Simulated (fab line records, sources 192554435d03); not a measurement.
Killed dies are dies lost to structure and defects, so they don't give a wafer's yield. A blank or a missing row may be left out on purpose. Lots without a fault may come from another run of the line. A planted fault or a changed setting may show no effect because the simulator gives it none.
A struck lot beside a sound one | flow n5_finfet | 16 steps out of a route of 1938
Sound: wafers L304.1, L304.2, L304.6. Struck: wafers L318.2, L318.6. (L318.5 of the same lot was not struck and is left out.) The cause comes at the end.
At each step with rows: each side's tool, then ch and its chambers, then its first start. Under that, the readings that differ: sound wafers | struck wafers | difference of the means | sigmas: that difference in standard deviations of wafers without a fault.
alike: readings whose means differ by less than 2 such deviations, and words and numbers that are the same on both sides. not compared: withheld readings, readings that some wafer has no value for, bounds like >300 that may hide the same value, and numbers for which the record gives no deviation and whose values overlap.
The two part at a step that has a row with sigmas, a row that says differs or no value, or rows on one side only. Numbers that don't overlap but have no deviation are shown without sigmas and don't part them. A reading that every wafer of one side lacks parts them only if that side has two wafers or more.

first, 7 steps without rows for these wafers: N5_BEOL_M4_COAT_73 (time 60 s, resist thk 5 nm); N5_BEOL_M4_COAT_05 (resist thk 30 nm); N5_BEOL_M4_EBR_07; N5_BEOL_M4_SOFTBAKE_06 (time 60 s); N5_BEOL_M4_EXPOSE_08 (exposes mask M4); N5_BEOL_M4_PEB_09 (peb time 60 s); N5_BEOL_M4_DEVELOP_10 (develop time 30 s).
N5_BEOL_M4_CD_MEAS_11: target cd 16.79 nm.
  sound on cd_sem-02 ch 0, day 8 11:50; struck on cd_sem-02 ch 0, day 11 10:24
  alike: cd_nm
N5_BEOL_M4_OVL_MEAS_12:
  sound on overlay-01 ch 0, day 8 11:52; struck on overlay-01 ch 0, day 11 10:26
  alike: M4_OVL
N5_BEOL_M4_INSPECT_13: inspects for defects (brightfield).
  sound on defect_inspect-02, day 8 11:56; struck on defect_inspect-02, day 11 10:29
  alike: raw_defect_count
N5_BEOL_M4_DESCUM_16: chemistry O2, time 7 s.
  sound on rie_diel-06 ch 0,1, day 8 11:58; struck on rie_diel-06 ch 0,1, day 11 10:31
  alike: drypump_motor_current_A, oes_product_au, rf_vpp_V, showerhead_plenum_p_Torr, throttle_valve_pct
  not compared: rf_hours_counter_h
N5_BEOL_M4_ETCH_74: etches underlayer in N2/H2, target depth 6.5 nm, time 5.2 s.
  sound on rie_diel-06 ch 0,1, day 8 11:59; struck on rie_diel-06 ch 0,1, day 11 10:34
  alike: drypump_motor_current_A, etch_rf_on_time_s, oes_product_au, rf_vpp_V, showerhead_plenum_p_Torr, throttle_valve_pct
  not compared: rf_hours_counter_h
N5_BEOL_M4_ETCH_63: etches SiARC in CF4, target depth 15.6 nm, time 26 s.
  sound on rie_diel-06 ch 0,1, day 8 12:01; struck on rie_diel-06 ch 0,1, day 11 10:34
  reading               | sound          | struck    | difference | sigmas
  etch_rf_on_time_s (s) | 26.0 26.4 26.6 | 18.1 17.6 | -8.5       | -18
  oes_product_au (a.u.) | 0.64 0.60 0.60 | 0.74 0.79 | +0.15      | +2
  alike: drypump_motor_current_A, rf_vpp_V, showerhead_plenum_p_Torr, throttle_valve_pct
  not compared: rf_hours_counter_h
N5_BEOL_M4_ETCH_64: etches SOC in N2/H2, target depth 75 nm, overetch 22.5 nm, time 121.9 s.
  sound on rie_diel-06 ch 0,1, day 8 12:02; struck on rie_diel-06 ch 0,1, day 11 10:36
  alike: drypump_motor_current_A, oes_product_au, rf_vpp_V, showerhead_plenum_p_Torr, throttle_valve_pct
  not compared: rf_hours_counter_h
N5_BEOL_M4_RC_MEAS_101:
  sound on prober-02 ch 0, day 8 22:43; struck on prober-02 ch 0, day 11 20:29
  alike: DIBL_N, DIBL_P, IOFF_N, IOFF_P, ION_N, ION_P, SS_N, SS_P, VT_N, VT_P
-- the record jumps here: 5 days lie between the struck wafers' starts before and after (it left off in module BEOL_M4 and takes up again in module PASSIVATION, whose first step shown is number 1936 of the route) --
N5_PASSIVATION_PROBE_49:
  sound on prober-02, day 13 16:14; struck on prober-01, day 16 19:28
  alike: defect_limited_yield, killed_at_M0_to_M3, killed_at_M4_up, killed_at_contacts, killed_at_front_end, killed_at_other, killed_dies, killed_open, killed_short, sort_bin_5_function, sort_bin_6_memory, sort_n_pass, sort_yield_pct

WHERE THEY PART
Only at N5_BEOL_M4_ETCH_63, within this record. Later steps at which nothing parts them and some readings are alike: N5_BEOL_M4_ETCH_64, N5_BEOL_M4_RC_MEAS_101, N5_PASSIVATION_PROBE_49.

WHY: what the simulator had put in
Process parameter drift: rie_diel-06, from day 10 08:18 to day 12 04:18, at N5_BEOL_M4_ETCH_63. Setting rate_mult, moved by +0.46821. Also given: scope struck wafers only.
